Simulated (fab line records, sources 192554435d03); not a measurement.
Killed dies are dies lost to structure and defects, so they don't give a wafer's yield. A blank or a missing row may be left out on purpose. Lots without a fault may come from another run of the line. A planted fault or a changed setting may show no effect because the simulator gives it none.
One fault seen from 3 desks | flow n5_finfet | each desk has only its own numbers; what lay behind them comes last

THE METROLOGY DESK
What the gauges read, lot by lot, whatever tool the lot ran on: means of the sampled wafers that have a number. A lot is out of limits, marked OUT, if its mean lies more than 4 standard deviations from the usual mean; the brackets give that distance. Of its 10 readings 7 are shown: those that lie furthest out on some lot.
Columns: A = DIBL_N at N5_BEOL_M4_RC_MEAS_101, usual 36.4 mV/V; B = DIBL_P at N5_BEOL_M4_RC_MEAS_101, usual 36.3 mV/V; C = IOFF_N at N5_BEOL_M4_RC_MEAS_101, usual 0.163 nA/um; D = IOFF_P at N5_BEOL_M4_RC_MEAS_101, usual 0.21 nA/um; E = ION_P at N5_BEOL_M4_RC_MEAS_101, usual 461 uA/um; F = VT_N at N5_BEOL_M4_RC_MEAS_101, usual 249.4 mV; G = VT_P at N5_BEOL_M4_RC_MEAS_101, usual -250 mV
lot  | first seen here | A    | B    | C     | D    | E   | F     | G
L959 | day 8 17:53     | 36.7 | 37.3 | 0.174 | 0.20 | 457 | 247.0 | -252
L961 | day 9 09:37     | 35.9 | 36.5 | 0.159 | 0.21 | 456 | 251.1 | -252
L965 | day 10 08:56    | 35.2 | 35.5 | 0.144 | 0.18 | 452 | 251.6 | -254
L975 | day 12 19:11    | 36.9 | 36.8 | 0.154 | 0.20 | 460 | 251.6 | -252
L978 | day 13 12:26    | 36.1 | 32.5 | 0.146 | 0.17 | 452 | 250.6 | -255
This desk's finding: nothing out of limits on any of the 5 lots.

THE TOOL OWNER'S DESK: rie_diel-06
The tool's own readings at N5_MOL_CONTACT_COAG_ETCH_124 (etches SiNx in CH3F/O2, stops on SiOC, target depth 6.5 nm): means of the sampled wafers that have a number, for each lot that ran on this tool. A lot is out of limits, marked OUT, if its mean lies more than 4 standard deviations from the usual mean; the brackets give that distance.
Columns: A = drypump_motor_current_A at N5_MOL_CONTACT_COAG_ETCH_124, usual 5.5 A; B = oes_product_au at N5_MOL_CONTACT_COAG_ETCH_124, usual 0.70 a.u.; C = rf_vpp_V at N5_MOL_CONTACT_COAG_ETCH_124, usual 298 V; D = showerhead_plenum_p_Torr at N5_MOL_CONTACT_COAG_ETCH_124, usual 2.02 Torr; E = throttle_valve_pct at N5_MOL_CONTACT_COAG_ETCH_124, usual 16.25 %
lot  | first seen here | A   | B    | C   | D    | E
L959 | day 5 21:20     | 5.8 | 0.63 | 296 | 2.02 | 16.28
L965 | day 7 12:40     | 5.4 | 0.61 | 294 | 1.96 | 16.39
This desk's finding: nothing out of limits on any of the 2 lots.

THE DEFECT DESK
What the inspections along the route counted, lot by lot: means of the sampled wafers that have a number. A lot is out of limits, marked OUT, if its mean lies more than 4 standard deviations from the usual mean; the brackets give that distance.
Columns: A = raw_defect_count at N5_MOL_CONTACT_COAG_INSPECT_42, usual 212
lot  | first seen here | A
L959 | day 5 20:45     | 162
L961 | day 6 10:10     | 175
L965 | day 7 12:08     | 194
L975 | day 9 21:05     | 144
L978 | day 10 20:05    | 262
This desk's finding: nothing out of limits on any of the 5 lots.

PUT TOGETHER
The metrology desk saw nothing out of limits.
The tool owner's desk saw nothing out of limits.
The defect desk saw nothing out of limits.

WHAT THE SIMULATOR HAD PUT IN
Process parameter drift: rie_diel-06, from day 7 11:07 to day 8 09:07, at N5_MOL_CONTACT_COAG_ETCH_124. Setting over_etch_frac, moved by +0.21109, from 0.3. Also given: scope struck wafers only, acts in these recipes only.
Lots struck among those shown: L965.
